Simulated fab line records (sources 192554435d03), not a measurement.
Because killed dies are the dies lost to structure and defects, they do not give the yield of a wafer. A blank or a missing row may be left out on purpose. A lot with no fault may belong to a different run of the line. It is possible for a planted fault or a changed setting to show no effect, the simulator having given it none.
fab line records | flow n5_finfet
record lots=5 | wafers=14 | last_day=18
route steps=1938 shown BEOL_M8@1332 BEOL_M15@1830
lots with no fault: from the same line, run without faults
start_h: start of the lot's first displayed wafer, in hours after the record's first day | wait_h: how many hours have passed since the lot's step before this one | " as in the row above | L1.1+2: a single row standing in for several wafers | - value missing, or start not given | * or withheld: withheld | < > ~ a bound
route shown NAME@n: NAME is a module with steps in the file, n the number in the route of the first one | usual: mean/standard deviation taken from wafers without a fault | same: alike in all rows | chamber/n: place in a boat | sites: per-site readings | _std_site: how widely they spread, as a standard deviation | _edge_site: outer sites' mean less inner sites' | radius_mm: how far each site lies from the wafer's centre | mask NAME#n: copy n | behind: tool/chamber where the wafer was last shaped | hold: what put the lot on hold/how long, in hours/how the hold closed | device: names the non-switching transistor (n, p or np) | end of line: the route-end tests of the same wafers | step lacking rows: just its recipe | killed: the dies lost at the first sort to structure and to defects; this is not the yield of the wafer | map: per-die view of a wafer (x killed, . not killed, _ where there is no die)
set.NAME: the run value of the setting; set.NAME@STEP: its run value at that earlier step | model.NAME: the simulator's own value behind a step, which no gauge read
certain route steps with their lots: each step a table, each wafer a row
services: when a tool's chamber went out of use (start_h, in hours from the record's first day, below 0 if earlier), for how many hours, and the reason
## steps
# step N5_BEOL_M8_ILD_DEP_00
# recipe material=SiCOH_lowk | target_thk_a=1797.5 | temp_c=300 | precursor=DEMS/porogen | pressure_torr=5 | rf_w=500 | time_s=33.4
# step N5_BEOL_M8_CURE_74
# recipe temp_c=385 | time_s=240 | ambient=He/Ar | material=SiCOH_lowk
# step N5_BEOL_M8_PECVD_70
# recipe material=SiO2 | target_thk_a=200 | temp_c=400 | precursor=TEOS/O2 | pressure_torr=5.5 | rf_w=450 | teos_flow_sccm=53.8 | gas=O2 | flow_sccm=3000 | time_s=22.7
# step N5_BEOL_M8_HM_DEP_02
# recipe material=TiN | target_thk_a=200 | temp_c=25 | chamber_pressure_pa=0.49996
# step N5_BEOL_M8_COAT_59
# recipe resist=SOC | temp_c=250 | time_s=60 | spin_rpm=1500 | resist_thk_nm=100
# step N5_BEOL_M8_COAT_60
# recipe resist=SiARC | temp_c=220 | time_s=60 | spin_rpm=1500 | resist_thk_nm=35
# step N5_BEOL_M8_COAT_05
# recipe resist=CAR-ArF | spin_rpm=1500 | resist_thk_nm=90
# step N5_BEOL_M8_EBR_07
# recipe solvent=PGMEA | ebr_width_mm=1.5
# step N5_BEOL_M8_SOFTBAKE_06
# recipe temp_c=110 | time_s=60 | resist=CAR-ArF
# step N5_BEOL_M8_EXPOSE_08
# recipe mask_id=M8 | na=1.35 | source_shape=dipole | sigma_inner=0.817 | sigma_outer=0.97 | polarization=te | dose_mj=68.25
# step N5_BEOL_M8_PEB_09
# recipe peb_temp_c=withheld | peb_time_s=60 | resist=CAR-ArF
lot.wafer  | tool           | chamber | start_h | wait_h
L237.1+2+6 | litho_track-02 | 0       | 199.18  | 0.1
L255.1+4+6 | litho_track-02 | 0       | 310.57  | 0.1
L256.2+3+5 | litho_track-02 | 0       | 319.63  | 0.0
L258.3+5   | litho_track-02 | 0       | 337.12  | 0.0
L260.1+5+6 | litho_track-01 | 0       | 347.72  | 0.1
# step N5_BEOL_M8_DEVELOP_10
# recipe develop_time_s=30 | developer=TMAH | resist=CAR-ArF | rinse_liquid=diw | dry=air_spin | dev_temp_c=23
# step N5_BEOL_M8_CD_MEAS_11
# recipe target_cd_nm=38.5 | landing_energy_ev=500 | detector=se_inlens | polarity=opening
# usual cd_nm=38.4/0.38
lot.wafer | tool      | chamber | start_h | wait_h | cd_nm
L237.1    | cd_sem-03 | 0       | 199.25  | -      | 38.3
L237.2    | "         | 0       | "       | "      | 38.4
L237.6    | "         | 0       | "       | "      | 37.8
L255.1    | cd_sem-02 | 0       | 310.64  | -      | 38.6
L255.4    | "         | 0       | "       | "      | 33.7
L255.6    | "         | 0       | "       | "      | 38.4
L256.2    | cd_sem-03 | 0       | 319.70  | -      | 38.7
L256.3    | "         | 0       | "       | "      | 38.5
L256.5    | "         | 0       | "       | "      | 32.9
L258.3    | cd_sem-02 | 0       | 337.19  | -      | 37.9
L258.5    | "         | 0       | "       | "      | 32.4
L260.1    | cd_sem-03 | 0       | 347.79  | -      | 37.9
L260.5    | "         | 0       | "       | "      | 37.8
L260.6    | "         | 0       | "       | "      | 38.3
# step N5_BEOL_M8_DESCUM_16
# recipe chemistry=O2 | time_s=7.9 | source_power_w=50 | bias_power_w=20 | pressure_mtorr=20 | rf_frequency_hz=2.712e+07 | temp_c=40 | resist=CAR-ArF | o2_flow_sccm=225
# step N5_BEOL_M8_ETCH_61
# recipe chemistry=CF4 | target=SiARC | target_depth_a=455 | mask_material=CAR-ArF | time_s=75.8 | ion_energy_ev=80 | pressure_mtorr=40 | source_w=545 | bias_w=36 | Ar_flow_sccm=100 | cf4_flow_sccm=100 | ends=cleared
# usual chamber_pressure_mTorr=40.00/0.035 | drypump_motor_current_A=5.7/0.45 | etch_rf_on_time_s=75.8/1.2 | oes_product_au=0.68/0.075 | rf_vpp_V=184.3/1.3 | showerhead_plenum_p_Torr=2.16/0.083 | throttle_valve_pct=15.62/0.24
lot.wafer | tool        | chamber | start_h | wait_h | chamber_pressure_mTorr | drypump_motor_current_A | etch_rf_on_time_s | oes_product_au | rf_hours_counter_h | rf_vpp_V | showerhead_plenum_p_Torr | throttle_valve_pct | model.BEOL_M8.cd_offset_nm
L237.1    | rie_diel-06 | 2       | 199.37  | 0.0    | 40.00                  | 5.1                     | 75.8              | 0.61           | 192                | 183.0    | 2.04                     | 15.96              | -0.4
L237.2    | "           | 1       | "       | "      | 40.00                  | 5.9                     | 73.3              | 0.84           | 6                  | 186.5    | 2.28                     | 15.70              | 0.2
L237.6    | "           | 3       | "       | "      | 40.02                  | 5.7                     | 74.1              | 0.74           | -                  | 184.6    | 2.26                     | 15.42              | -0.4
L255.1    | rie_diel-06 | 2       | 310.77  | 0.0    | 40.00                  | 5.1                     | 76.8              | 0.58           | 238                | 182.0    | 2.03                     | 16.05              | 0
L255.4    | "           | 0       | "       | "      | 40.01                  | 5.8                     | 76.3              | 0.77           | -                  | 183.3    | 2.10                     | 15.56              | -4.8
L255.6    | "           | 1       | "       | "      | 39.98                  | 5.9                     | 74.6              | 0.75           | -                  | 184.6    | 2.26                     | 15.77              | 0
L256.2    | rie_diel-06 | 2       | 320.05  | 0.0    | 40.00                  | 5.1                     | 76.6              | 0.58           | 243                | 183.3    | 2.03                     | 16.04              | 0
L256.3    | "           | 0       | "       | "      | 39.96                  | 5.8                     | 76.4              | 0.76           | 20                 | 185.2    | 2.09                     | 15.58              | 0.2
L256.5    | "           | 0       | "       | "      | 40.04                  | 5.8                     | 77.2              | 0.75           | -                  | 183.5    | 2.09                     | 15.55              | -5.4
L258.3    | rie_diel-06 | 2       | 337.94  | 0.0    | 40.04                  | 5.1                     | 77.6              | 0.57           | 248                | 183.2    | 2.02                     | 16.05              | -0.8
L258.5    | "           | 3       | "       | "      | 39.99                  | 5.8                     | 74.7              | 0.69           | -                  | 186.3    | 2.25                     | 15.52              | -6.6
L260.1    | rie_diel-02 | 3       | 348.31  | 0.0    | 39.98                  | 5.7                     | 76.9              | 0.74           | 41                 | 184.4    | 2.09                     | 15.32              | -0.4
L260.5    | "           | 0       | "       | "      | 40.05                  | 6.4                     | 74.9              | 0.60           | -                  | 183.5    | 2.11                     | 15.55              | -0.4
L260.6    | "           | 3       | "       | "      | 39.96                  | 5.8                     | 76.9              | 0.74           | -                  | 183.8    | 2.09                     | 15.31              | -0.2
# step N5_BEOL_M8_ETCH_62
# recipe chemistry=N2/H2 | target=SOC | target_depth_a=1100 | overetch_a=220 | mask_material=SiARC | temp_c=40 | time_s=165 | ion_energy_ev=200 | pressure_mtorr=30 | source_w=840 | bias_w=150 | n2_flow_sccm=200 | h2_flow_sccm=200
# step N5_BEOL_M8_STRIP_68
# recipe chemistry=N2/H2 | temp_c=40 | n2_flow_sccm=200 | h2_flow_sccm=200 | rf_frequency_hz=6e+07
# step N5_BEOL_M8_STRIP_67
# recipe chemistry=CF4 | resist=SiARC | power_w=300 | bias_power_w=75 | pressure_mtorr=50 | cf4_flow_sccm=150 | rf_frequency_hz=6e+07
# step N5_BEOL_M8_HM_OPEN_17
# recipe chemistry=Cl2/BCl3 | target_depth_a=200 | overetch_a=60 | target=TiN | mask_material=SOC | ion_energy_ev=150 | pressure_mtorr=10 | icp_w=1000 | bias_w=126 | Cl2_flow_sccm=53.25 | bcl3_flow_sccm=21.75 | Ar_flow_sccm=25
# usual chamber_pressure_mTorr=10.001/0.0085 | drypump_motor_current_A=5.79/0.28 | oes_product_au=0.66/0.085 | throttle_valve_pct=22.12/0.16
lot.wafer | tool         | chamber | start_h | wait_h | chamber_pressure_mTorr | drypump_motor_current_A | oes_product_au | rf_hours_counter_h | throttle_valve_pct | model.BEOL_M8.cd_offset_nm
L237.1    | rie_metal-01 | 1       | 199.62  | 0.0    | 9.993                  | 6.37                    | 0.63           | 48                 | 22.04              | -0.8
L237.2    | "            | 0       | "       | "      | 9.991                  | 5.71                    | 0.81           | 5                  | 22.01              | 0.2
L237.6    | "            | 1       | "       | "      | 10.001                 | 6.32                    | 0.63           | -                  | 22.06              | -0.6
L255.1    | rie_metal-01 | 0       | 311.02  | 0.0    | 10.003                 | 5.75                    | 0.74           | 17                 | 22.03              | -0.4
L255.4    | "            | 0       | "       | "      | 9.998                  | 5.73                    | 0.73           | -                  | 22.04              | -5
L255.6    | "            | 0       | "       | "      | 10.003                 | 5.73                    | 0.74           | -                  | 22.04              | -0.2
L256.2    | rie_metal-03 | 0       | 320.30  | 0.0    | 9.992                  | 5.96                    | 0.57           | 90                 | 21.97              | 0
L256.3    | "            | 1       | "       | "      | 10.016                 | 5.81                    | 0.76           | -                  | 22.28              | 0.2
L256.5    | "            | 1       | "       | "      | 9.999                  | 5.82                    | 0.76           | -                  | 22.28              | -5.4
L258.3    | rie_metal-02 | 1       | 338.22  | 0.1    | 9.991                  | 5.51                    | 0.60           | -                  | 22.13              | -0.8
L258.5    | "            | 0       | "       | "      | 10.006                 | 5.37                    | 0.70           | -                  | 22.30              | -6.4
L260.1    | rie_metal-02 | 1       | 348.55  | 0.0    | 9.996                  | 5.51                    | 0.61           | 65                 | 22.14              | -0.4
L260.5    | "            | 0       | "       | "      | 10.009                 | 5.38                    | 0.71           | -                  | 22.28              | -0.6
L260.6    | "            | 1       | "       | "      | 10.005                 | 5.52                    | 0.61           | -                  | 22.12              | -0.2
# step N5_BEOL_M8_STRIP_19
# recipe chemistry=O2 | power_w=400 | temp_c=40 | pressure_mtorr=30 | rf_frequency_hz=6e+07 | bias_power_w=0 | overash_fraction=0.2 | o2_flow_sccm=225
# step N5_BEOL_M8_CD_MEAS_18
# recipe pitch_nm=80 | target_cd_nm=40
# usual cd_nm=39.9/0.44
lot.wafer | tool      | chamber | start_h | wait_h | cd_nm
L237.1    | cd_sem-03 | -       | 199.80  | 0.0    | 39.5
L237.2    | "         | -       | "       | "      | 40.6
L237.6    | "         | -       | "       | "      | 39.7
L255.1    | cd_sem-02 | -       | 311.29  | 0.0    | 39.7
L255.4    | "         | -       | "       | "      | 35.0
L255.6    | "         | -       | "       | "      | 40.0
L256.2    | cd_sem-03 | -       | 320.48  | 0.1    | 39.8
L256.3    | "         | -       | "       | "      | 39.8
L256.5    | "         | -       | "       | "      | 34.4
L258.3    | cd_sem-02 | -       | 338.37  | 0.1    | 39.4
L258.5    | "         | -       | "       | "      | 33.8
L260.1    | cd_sem-01 | -       | 348.73  | 0.0    | 39.6
L260.5    | "         | -       | "       | "      | 39.5
L260.6    | "         | -       | "       | "      | 40.0
# step N5_BEOL_M8_COAT_63
# recipe resist=SOC | temp_c=250 | time_s=60 | spin_rpm=1500 | resist_thk_nm=60
# step N5_BEOL_M8_COAT_64
# recipe resist=SiARC | temp_c=220 | time_s=60 | spin_rpm=1500 | resist_thk_nm=12
# step N5_BEOL_M8_COAT_71
# recipe resist=underlayer | temp_c=205 | time_s=60 | spin_rpm=1500 | resist_thk_nm=5
# step N5_BEOL_M8_COAT_22
# recipe resist=CAR-EUV | spin_rpm=1500 | resist_thk_nm=30
# step N5_BEOL_M8_EBR_24
# recipe solvent=PGMEA | ebr_width_mm=1.5
# step N5_BEOL_M8_SOFTBAKE_23
# recipe temp_c=110 | time_s=60 | resist=CAR-EUV
# step N5_BEOL_M8_EXPOSE_25
# recipe mask_id=V7 | na=0.33 | source_shape=annular | sigma_inner=0.4 | sigma_outer=0.8 | polarization=unpolarized | target_cd_nm=40 | dose_mj=42.5
# step N5_BEOL_M8_PEB_26
# recipe peb_temp_c=100 | peb_time_s=60 | resist=CAR-EUV
# step N5_BEOL_M8_DEVELOP_27
# recipe develop_time_s=30 | developer=TMAH | resist=CAR-EUV | rinse_liquid=surfactant_rinse | dry=air_spin | dev_temp_c=23
# step N5_BEOL_M8_DESCUM_33
# recipe chemistry=O2 | time_s=7 | source_power_w=50 | bias_power_w=20 | pressure_mtorr=20 | rf_frequency_hz=2.712e+07 | temp_c=40 | resist=CAR-EUV | o2_flow_sccm=225
# step N5_BEOL_M8_ETCH_72
# recipe chemistry=N2/H2 | target=underlayer | target_depth_a=65 | mask_material=CAR-EUV | time_s=5.2 | ion_energy_ev=200 | pressure_mtorr=30 | source_w=840 | bias_w=150 | n2_flow_sccm=200 | h2_flow_sccm=200 | ends=cleared
# step N5_BEOL_M8_ETCH_65
# recipe chemistry=CF4 | target=SiARC | target_depth_a=156 | mask_material=CAR-EUV | time_s=26 | ion_energy_ev=80 | pressure_mtorr=40 | source_w=545 | bias_w=36 | Ar_flow_sccm=100 | cf4_flow_sccm=100 | ends=cleared
# step N5_BEOL_M8_ETCH_66
# recipe chemistry=N2/H2 | target=SOC | target_depth_a=800 | overetch_a=160 | mask_material=SiARC | temp_c=40 | time_s=120 | ion_energy_ev=200 | pressure_mtorr=30 | source_w=840 | bias_w=150 | n2_flow_sccm=200 | h2_flow_sccm=200
# step N5_BEOL_M8_STRIP_69
# recipe chemistry=N2/H2 | temp_c=40 | n2_flow_sccm=200 | h2_flow_sccm=200 | rf_frequency_hz=6e+07
# step N5_BEOL_M15_RC_MEAS_101
# usual COMB_M10=1.6e-11/3e-12 | COMB_M11=1.51e-11/2.8e-12 | COMB_M11_max_site=2.1e-11/4.5e-12 | COMB_M12=7.1e-12/1.4e-12 | COMB_M13=5.8e-12/1.1e-12 | COMB_M13_max_site=8e-12/1.7e-12 | COMB_M14=4.6e-12/8.3e-13 | COMB_M15=3.4e-12/6.2e-13 | COMB_M5=3.7e-11/6.5e-12 | COMB_M6=2.6e-11/5.5e-12 | COMB_M7=2.7e-11/5.1e-12 | COMB_M8=2.6e-11/5e-12 | COMB_M9=1.56e-11/2.8e-12 | SERP_M10=3.08/0.068 | SERP_M11=3.06/0.071 | SERP_M12=0.640/0.013 | SERP_M13=0.308/0.0044 | SERP_M14=0.161/0.0033 | SERP_M14_max_site=0.163/0.0035 | SERP_M5=38.6/1.6 | SERP_M6=13.8/0.48 | SERP_M7=13.6/0.49 | SERP_M8=13.9/0.48 | SERP_M8_max_site=14.4/0.56 | SERP_M9=3.03/0.064
lot.wafer | tool      | chamber | start_h | wait_h | COMB_M10[S/m] | COMB_M11[S/m] | COMB_M11_max_site[S/m] | COMB_M12[S/m] | COMB_M13[S/m] | COMB_M13_max_site[S/m] | COMB_M14[S/m] | COMB_M15[S/m] | COMB_M5[S/m] | COMB_M6[S/m] | COMB_M7[S/m] | COMB_M8[S/m] | COMB_M9[S/m] | SERP_M10[ohm/um] | SERP_M11[ohm/um] | SERP_M12[ohm/um] | SERP_M13[ohm/um] | SERP_M14[ohm/um] | SERP_M14_max_site[ohm/um] | SERP_M5[ohm/um] | SERP_M6[ohm/um] | SERP_M7[ohm/um] | SERP_M8[ohm/um] | SERP_M8_max_site[ohm/um] | SERP_M9[ohm/um]
L237.1    | prober-02 | 0       | 259.80  | 0.0    | 1e-11         | 1.26e-11      | 1.7e-11                | 6.2e-12       | 5.6e-12       | 8.9e-12                | 4.8e-12       | 3e-12         | 5.2e-11      | 2.2e-11      | 2.2e-11      | 2.5e-11      | 1.57e-11     | 3.16             | 3.01             | 0.626            | 0.305            | 0.157            | 0.158                     | 40.3            | 13.0            | 14.4            | 14.0            | 14.4                     | 3.12
L237.2    | "         | 0       | "       | "      | 9.9e-12       | 2.21e-11      | 3.1e-11                | 6.3e-12       | 5.2e-12       | 8.8e-12                | 3.9e-12       | 3.3e-12       | 3.7e-11      | 1.9e-11      | 2.6e-11      | 2.5e-11      | 2.34e-11     | 3.10             | 3.11             | 0.644            | 0.309            | 0.160            | 0.162                     | 37.0            | 13.5            | 13.7            | 13.4            | 14.0                     | 3.13
L237.6    | "         | 0       | "       | "      | 1.15e-11      | 1.66e-11      | 2e-11                  | 7.4e-12       | 5.5e-12       | 7.2e-12                | 3.7e-12       | 3e-12         | 3.1e-11      | 2.7e-11      | 3e-11        | 2.3e-11      | 1.94e-11     | 3.16             | 3.11             | 0.623            | 0.309            | 0.157            | 0.159                     | 37.6            | 14.2            | 13.9            | 13.5            | 14.1                     | 2.95
L255.1    | prober-02 | 0       | 369.98  | 0.0    | 1.19e-11      | 1.97e-11      | 2.5e-11                | 4.6e-12       | 5.5e-12       | 8.9e-12                | 4.5e-12       | 2.9e-12       | 4e-11        | 3.5e-11      | 2.8e-11      | 2.5e-11      | 1.64e-11     | 3.06             | 2.95             | 0.647            | 0.313            | 0.163            | 0.166                     | 38.9            | 13.0            | 13.7            | 13.9            | 14.6                     | 2.99
L255.4    | "         | 0       | "       | "      | 1.51e-11      | 1.84e-11      | 2.7e-11                | 5.2e-12       | 4.8e-12       | 6.5e-12                | 3.7e-12       | 3e-12         | 3.5e-11      | 2.3e-11      | 2.4e-11      | 2e-11        | 1.44e-11     | 3.13             | 3.00             | 0.656            | 0.304            | 0.164            | 0.165                     | 39.2            | 13.5            | 14.1            | 16.9            | 17.7                     | 3.07
L255.6    | "         | 0       | "       | "      | 1.64e-11      | 1.38e-11      | 2e-11                  | 7.9e-12       | 6e-12         | 8.4e-12                | 4.8e-12       | 3.1e-12       | 4.4e-11      | 2.9e-11      | 2.2e-11      | 2.6e-11      | 1.5e-11      | 3.06             | 2.98             | 0.633            | 0.316            | 0.164            | 0.165                     | 37.7            | 13.6            | 13.8            | 13.8            | 14.3                     | 3.12
L256.2    | prober-02 | 0       | 376.75  | 0.2    | 1.39e-11      | 1e-11         | 1.2e-11                | 6.4e-12       | 6e-12         | 7.3e-12                | 3.6e-12       | 2.7e-12       | 3.4e-11      | 2.6e-11      | 2.3e-11      | 3.1e-11      | 1.48e-11     | 3.18             | 3.30             | 0.635            | 0.305            | 0.162            | 0.164                     | 37.8            | 13.4            | 13.3            | 14.6            | 15.1                     | 3.03
L256.3    | "         | 0       | "       | "      | 1.61e-11      | 1.74e-11      | 1.9e-11                | 6e-12         | 5.2e-12       | 7.2e-12                | 3.7e-12       | 3.3e-12       | 3.7e-11      | 2.9e-11      | 3.3e-11      | 3e-11        | 1.9e-11      | 3.03             | 3.20             | 0.637            | 0.303            | 0.160            | 0.163                     | 39.6            | 14.3            | 12.6            | 14.1            | 14.6                     | 2.98
L256.5    | "         | 0       | "       | "      | 1.56e-11      | 1.39e-11      | 2e-11                  | 6e-12         | 5.7e-12       | 7.9e-12                | 3.4e-12       | 2.4e-12       | 3.4e-11      | 2.8e-11      | 1.8e-11      | 3.6e-11      | 1.34e-11     | 3.06             | 3.16             | 0.637            | 0.311            | 0.164            | 0.166                     | 37.6            | 13.4            | 12.8            | 17.9            | 18.3                     | 3.08
L258.3    | prober-01 | 0       | 402.93  | 0.4    | 1.87e-11      | 1.5e-11       | 2.1e-11                | 8.2e-12       | 6.4e-12       | 8.3e-12                | 4.6e-12       | 3.6e-12       | 4.8e-11      | 2.5e-11      | 2.4e-11      | 3.5e-11      | 1.86e-11     | 3.11             | 3.17             | 0.634            | 0.313            | 0.161            | 0.164                     | 38.2            | 13.6            | 13.3            | 15.1            | 16.1                     | 3.09
L258.5    | "         | 0       | "       | "      | 1.97e-11      | 1.62e-11      | 2e-11                  | 8e-12         | 4.7e-12       | 5.9e-12                | 4.7e-12       | 3.6e-12       | 4.1e-11      | 1.9e-11      | 1.9e-11      | 2.7e-11      | 1e-11        | 3.09             | 3.00             | 0.638            | 0.312            | 0.159            | 0.161                     | 37.5            | 13.5            | 13.3            | 19.0            | 20.0                     | 3.06
L260.1    | prober-01 | 0       | 405.24  | 0.1    | 1.61e-11      | 1.7e-11       | 2.2e-11                | 7.3e-12       | 6.8e-12       | 1.38e-11               | 5.9e-12       | 3.6e-12       | 4.2e-11      | 2.7e-11      | 2.8e-11      | 2.5e-11      | 1.26e-11     | 3.01             | 3.11             | 0.641            | 0.310            | 0.158            | 0.160                     | 40.0            | 13.4            | 14.2            | 13.9            | 14.3                     | 3.07
L260.5    | "         | 0       | "       | "      | 1.51e-11      | 1.25e-11      | 1.4e-11                | 8.5e-12       | 6.6e-12       | 8.7e-12                | 6e-12         | 3.7e-12       | 4e-11        | 2.6e-11      | 2.6e-11      | 2.6e-11      | 1.53e-11     | 2.99             | 3.07             | 0.641            | 0.319            | 0.158            | 0.160                     | 39.9            | 14.1            | 13.8            | 14.0            | 14.2                     | 3.12
L260.6    | "         | 0       | "       | "      | 1.43e-11      | 1.33e-11      | 2.4e-11                | 5.7e-12       | 7e-12         | 9.1e-12                | 6.4e-12       | 3.5e-12       | 3.8e-11      | 3.1e-11      | 2.2e-11      | 2.7e-11      | 1.59e-11     | 3.02             | 3.24             | 0.650            | 0.316            | 0.162            | 0.163                     | 39.1            | 14.0            | 14.0            | 13.8            | 14.6                     | 3.07
# sites SERP_M8 radius_mm=0,75,75,75,75,140,140,140,140
L237.1 14.1 14.4 14.3 14.0 13.9 13.7 14.1 13.6 13.3
L255.1 12.7 13.6 13.6 13.9 13.2 14.0 14.6 14.6 14.1
L256.2 13.9 14.6 14.2 14.0 13.9 14.9 14.9 14.6 15.1
L258.3 15.3 16.1 15.7 15.1 15.1 14.1 14.3 14.7 14.7
L260.1 14.1 14.3 14.3 14.0 13.9 13.2 12.9 13.0 13.6
## services
tool           | chamber | start_h | hours | kind
rie_diel-06    | 0       | 200.31  | 15.8  | repair
rie_diel-02    | 3       | 221.54  | -     | clean
rie_diel-02    | 3       | 221.54  | -     | consumable_replace:focus_ring
rie_metal-03   | 1       | 230.89  | -     | clean
rie_metal-03   | 1       | 230.89  | 21.3  | scheduled_down
rie_metal-03   | 1       | 230.89  | 21.3  | vent_cycle
rie_diel-06    | 0       | 247.37  | -     | clean
rie_diel-06    | 0       | 247.37  | -     | consumable_replace:focus_ring
rie_diel-06    | 0       | 247.37  | 23.0  | scheduled_down
rie_diel-06    | 0       | 247.37  | 23.0  | vent_cycle
litho_track-01 | -       | 280.77  | -     | consumable_replace:filter
rie_metal-01   | 1       | 302.94  | 43.3  | repair
rie_diel-06    | 3       | 310.47  | 18.0  | repair
rie_diel-02    | 2       | 339.53  | -     | clean
rie_diel-02    | 2       | 339.53  | -     | consumable_replace:focus_ring
rie_diel-02    | 2       | 339.53  | 21.4  | scheduled_down
rie_diel-02    | 2       | 339.53  | 21.4  | vent_cycle
rie_diel-06    | 2       | 342.28  | -     | clean
rie_diel-06    | 2       | 342.28  | -     | consumable_replace:focus_ring
rie_diel-06    | 2       | 342.28  | -     | consumable_replace:showerhead
rie_diel-06    | 2       | 342.28  | 28.4  | scheduled_down
rie_diel-06    | 2       | 342.28  | 28.4  | vent_cycle
## key
first_sign step=N5_BEOL_M8_CD_MEAS_11 | reading=cd_nm | direction=down | sigmas=14 | usual=38.4 | struck=33.0
effect step=N5_BEOL_M8_CD_MEAS_18 | reading=cd_nm | direction=down | sigmas=12 | usual=39.9 | struck=34.4
effect step=N5_BEOL_M15_RC_MEAS_101 | reading=SERP_M8 | direction=up | sigmas=8.4 | usual=13.9 | struck=17.9
model_effect step=N5_BEOL_M8_ETCH_61 | value=BEOL_M8.cd_offset_nm | without=-0.06667 | struck=-5.6
model_effect step=N5_BEOL_M8_HM_OPEN_17 | value=BEOL_M8.cd_offset_nm | without=1.85e-17 | struck=-5.6
met_at N5_BEOL_M8_PEB_09
struck_wafers L255.4,L256.5,L258.5
onset_between 199.18 310.57
fault kind=process_parameter_drift | tool=litho_track-02 | chamber=- | onset_h=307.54 | steps=N5_BEOL_M8_PEB_09 | channel=peb_time_s | offset=* | shape=step | end_h=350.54 | scope=struck_wafers_only | acts_in=* | stated=*
